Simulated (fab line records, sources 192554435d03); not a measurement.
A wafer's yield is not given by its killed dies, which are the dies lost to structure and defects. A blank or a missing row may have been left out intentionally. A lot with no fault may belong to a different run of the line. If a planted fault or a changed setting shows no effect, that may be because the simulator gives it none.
Which tool did it? ; flow n5 finfet ; 11 lots, 32 wafers sampled, at 1 step of a route of 1938

WHAT THE GAUGES SHOWED, per wafer
N5_BEOL_M12_CD_MEAS_10 targets a cd of 140 nm.
lot;measured;on;cd nm (nm)
L462;day 10 19:40;cd sem-01;137.7 135.2 137.0
L465;day 10 21:49;cd sem-01;140.9 145.0 141.8
L463;day 10 21:57;cd sem-02;137.0 139.2 142.9
L464;day 11 11:33;cd sem-03;138.0 136.5 138.2
L466;day 11 21:44;cd sem-02;137.6 137.7 137.2
L477;day 14 08:41;cd sem-02;140.6 136.2 138.7
L475;day 14 15:31;cd sem-01;140.4 142.0
L478;day 15 05:16;cd sem-03;140.6 140.0 138.1
L480;day 15 13:17;cd sem-01;137.2 141.9 140.2
L483;day 16 06:13;cd sem-03;137.7 139.0 141.8
L479;day 17 04:41;cd sem-01;143.1 140.9 140.1

WHAT TOOL EACH LOT RAN ON (gives the tool, then ch and the chambers of the sampled wafers, and finally the start)
There is no process step in the record ahead of these readings.

THE ANSWER, worked out from the rows above alone
Rule: the lots themselves supply what counts as usual. The widest of any qualifying gaps counts: lots, ordered by their means at a reading, are off when they make up no more than a third of the lots, leave a main group of 4 or more, and stand apart from it by 3 or more times the standard deviation of that group's means. The tables above print the reading to a certain number of digits; a main group whose means all agree to those digits is not used. Also off: a lot with no number at a reading for which 4 or more lots have one. Any other lot the step has rows for is counted as sound.
Across all readings shown, no lot is off: no conclusion can be drawn from this.

WHAT THE SIMULATOR PUT IN
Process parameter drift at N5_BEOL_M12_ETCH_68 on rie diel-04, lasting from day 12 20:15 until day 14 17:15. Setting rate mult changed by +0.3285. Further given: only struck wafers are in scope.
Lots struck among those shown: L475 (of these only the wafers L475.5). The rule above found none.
